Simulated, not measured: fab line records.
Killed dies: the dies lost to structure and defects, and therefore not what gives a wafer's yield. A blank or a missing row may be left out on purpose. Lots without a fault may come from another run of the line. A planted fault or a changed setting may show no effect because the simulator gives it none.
The same fault as seen by 2 desks	flow nand harc	numbers are kept per desk, each desk with only its own; the story behind them comes last

## FOR THE TOOL OWNER'S DESK: rie diel-08
The tool's own readings at NHARC_A_STAIRCASE_ETCH_452 (etches the open film in CF4/O2, target depth 30 nm, overetch 3 nm, time 16.5 s): means of the sampled wafers that have a number, for each lot that ran on this tool. The brackets show how far a lot's mean lies from the usual mean; more than 4 standard deviations puts the lot out of limits, marked OUT.
Columns: A = bias w at NHARC_A_STAIRCASE_ETCH_452, usual 99.98 W; B = drypump motor current A at NHARC_A_STAIRCASE_ETCH_452, usual 5.7 A; C = oes product au at NHARC_A_STAIRCASE_ETCH_452, usual 0.999 a.u.; D = rf vpp V at NHARC_A_STAIRCASE_ETCH_452, usual 198.3 V; E = showerhead plenum p Torr at NHARC_A_STAIRCASE_ETCH_452, usual 1.36 Torr; F = throttle valve pct at NHARC_A_STAIRCASE_ETCH_452, usual 13.397 %
lot	first seen here	A	B	C	D	E	F
L786	day 12 01:01	99.92	6.0	0.998	198.9	1.40	13.390
L791	day 13 05:14	100.26	5.5	1.006	198.8	1.37	13.398
L798	day 15 01:03	99.92	5.5	1.009	198.9	1.37	13.402
L796	day 15 04:09	100.04	6.0	0.998	199.0	1.39	13.401
Finding of this desk: none of the 4 lots has anything out of limits.

## THE METROLOGY DESK
Lot by lot, what the gauges showed, no matter which tool ran the lot: averages of those sampled wafers that carry a number. The brackets show how far a lot's mean lies from the usual mean; more than 4 standard deviations puts the lot out of limits, marked OUT.
Columns: A = thk nm at NHARC_A_M1_THK_MEAS_24, usual 154.9 nm; B = cd nm at NHARC_A_BONDPAD_CD_MEAS_09, usual 499.3 nm
lot	first seen here	A	B
L784	day 17 23:24	155.6	500.1
L786	day 18 03:44	153.6	499.5
L785	day 18 04:32	157.6	501.4
L789	day 18 10:29	154.3	501.6
L787	day 18 11:08	154.9	501.7
L788	day 19 05:57	156.0	497.0
L791	day 19 20:32	156.2	498.4
L792	day 19 20:50	155.5	499.5
L798	day 20 21:34	156.5	501.2
L796	day 21 16:14	156.3	499.2
L799	day 21 17:13	152.6	498.7
L804	day 23 10:29	154.2	497.9
L807	day 23 21:56	154.5	499.6
Finding of this desk: none of the 13 lots has anything out of limits.

## PUT TOGETHER
Nothing out of limits was seen by the tool owner's desk.
From the metrology desk's view, nothing was out of limits.

## WHAT THE SIMULATOR HAD INSERTED
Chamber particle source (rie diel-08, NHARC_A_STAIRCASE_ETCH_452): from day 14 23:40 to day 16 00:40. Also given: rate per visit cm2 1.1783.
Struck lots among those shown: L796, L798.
